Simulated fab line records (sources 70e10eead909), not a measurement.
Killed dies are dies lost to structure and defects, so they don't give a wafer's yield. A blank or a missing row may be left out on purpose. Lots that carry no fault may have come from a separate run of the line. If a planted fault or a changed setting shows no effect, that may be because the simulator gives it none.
Matching of chambers ; flow nand harc ; NHARC_A_STAIRCASE_ETCH_271 on rie diel-09: 4 sister chambers
The step etches the open film in CF4/CHF3. 4 wafers are shown with their chamber, then 9 later ones without.

## WAFERS, EACH WITH ITS CHAMBER
wafer;chamber;drypump motor current A (A)
L090.3;2;6.1
L092.2;1;4.7
L092.4;3;6.4
L092.6;0;6.0

## WAFERS MISSING THEIR CHAMBER
wafer;drypump motor current A (A)
L093.2;6.1
L093.5;6.2
L093.6;4.7
L094.2;6.1
L094.4;4.7
L094.6;6.0
L096.1;6.1
L096.2;6.0
L096.3;4.7

## EACH ONE'S CHAMBER
wafer;from the rows above;in truth
L093.2;2;2
L093.5;2;2
L093.6;1;1
L094.2;2;2
L094.4;1;1
L094.6;0;0
L096.1;2;2
L096.2;0;0
L096.3;1;1
Placed correctly: 9 of 9. From these rows, 0 cannot be placed. Wrongly placed: 0.
How it was worked out, from the rows above alone: a wafer's distance from a chamber is the root of the sum, over the readings, of the square of ((its reading less the chamber's mean) divided by the reading's scatter). The wafer belongs to the nearest chamber; if the next one is less than 2 further off, it can't be placed. For every chamber, the mean is computed from those of its wafers that are shown. The scatter (one wafer shown for each chamber): square how far every hidden wafer sits from the nearest shown wafer, average those squares and take the square root.
